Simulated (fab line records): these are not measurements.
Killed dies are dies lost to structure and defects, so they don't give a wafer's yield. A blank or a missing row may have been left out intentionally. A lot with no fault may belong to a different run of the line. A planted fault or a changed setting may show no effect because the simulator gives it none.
Matching of chambers | flow n5Finfet | 4 sister chambers for N5_BEOL_M5_ETCH_62 on rieDiel-03
The step etches SOC in N2/H2, target depth 75 nm, overetch 15 nm, time 112.5 s. 22 wafers are shown with their chamber, then 11 later ones without.

WAFERS, EACH WITH ITS CHAMBER
wafer  | chamber | drypumpMotorCurrentA (A) | showerheadPlenumPTorr (Torr) | oesProductAu (a.u.)
L074.2 | 0       | 5.3                      | 2.48                         | 0.67
L074.3 | 3       | 6.6                      | 2.57                         | 0.64
L074.4 | 1       | 4.8                      | 2.61                         | 0.72
L076.3 | 3       | 6.6                      | 2.57                         | 0.64
L076.4 | 2       | 5.8                      | 2.61                         | 0.56
L076.6 | 1       | 4.8                      | 2.61                         | 0.72
L081.1 | 3       | 6.6                      | 2.56                         | 0.64
L081.2 | 2       | 5.8                      | 2.60                         | 0.56
L081.5 | 3       | 6.6                      | 2.56                         | 0.63
L083.1 | 3       | 6.6                      | 2.56                         | 0.62
L083.3 | 0       | 5.3                      | 2.47                         | 0.65
L083.5 | 1       | 4.8                      | 2.60                         | 0.69
L082.1 | 0       | 5.3                      | 2.47                         | 0.65
L082.3 | 2       | 5.7                      | 2.60                         | 0.55
L082.5 | 0       | 5.3                      | 2.47                         | 0.65
L084.3 | 3       | 6.6                      | 2.56                         | 0.63
L084.4 | 2       | 5.8                      | 2.60                         | 0.55
L084.5 | 1       | 4.8                      | 2.60                         | 0.69
L086.2 | 2       | 5.7                      | 2.60                         | 0.55
L086.5 | 3       | 6.6                      | 2.56                         | 0.62
L086.6 | 2       | 5.7                      | 2.60                         | 0.55
L092.3 | 1       | 4.8                      | 2.60                         | 0.68

SIGNATURES (means of the wafers above)
reading               | chamber 0 | chamber 1 | chamber 2 | chamber 3 | scatter within a chamber
drypumpMotorCurrentA  | 5.300     | 4.800     | 5.750     | 6.600     | 0.0289
showerheadPlenumPTorr | 2.4725    | 2.6040    | 2.6017    | 2.5629    | 0.00484
oesProductAu          | 0.6550    | 0.7000    | 0.5533    | 0.6314    | 0.0114
Rule: for a wafer and a chamber, the distance is found by dividing, reading by reading, the gap between the wafer's reading and the chamber's mean by the reading's scatter, squaring, summing and taking the root. The wafer belongs to the nearest chamber; if the next one is less than 2 further off, it can't be placed. The scatter is the square root of a quotient: the sum, over the shown wafers, of each reading's squared deviation from its chamber's mean, divided by wafers minus chambers.

WAFERS WITH NO CHAMBER GIVEN
wafer  | drypumpMotorCurrentA (A) | showerheadPlenumPTorr (Torr) | oesProductAu (a.u.)
L092.4 | 6.7                      | 2.56                         | 0.62
L092.5 | 5.3                      | 2.46                         | 0.64
L095.1 | 5.7                      | 2.59                         | 0.75
L095.4 | 4.8                      | 2.59                         | 0.67
L095.5 | 4.8                      | 2.59                         | 0.67
L094.1 | 4.8                      | 2.59                         | 0.67
L094.2 | 5.7                      | 2.59                         | 0.75
L094.4 | 5.3                      | 2.46                         | 0.63
L097.1 | 5.3                      | 2.46                         | 0.62
L097.2 | 4.8                      | 2.59                         | 0.66
L097.6 | 5.4                      | 2.46                         | 0.63

WHICH CHAMBER EACH WENT THROUGH
wafer  | from the rows above | in truth
L092.4 | 3                   | 3
L092.5 | 0                   | 0
L095.1 | 2                   | 2
L095.4 | 1                   | 1
L095.5 | 1                   | 1
L094.1 | 1                   | 1
L094.2 | 2                   | 2
L094.4 | 0                   | 0
L097.1 | 0                   | 0
L097.2 | 1                   | 1
L097.6 | 0                   | 0
Placed correctly: 11 of 11. From these rows, 0 cannot be placed. 0 placed wrongly.
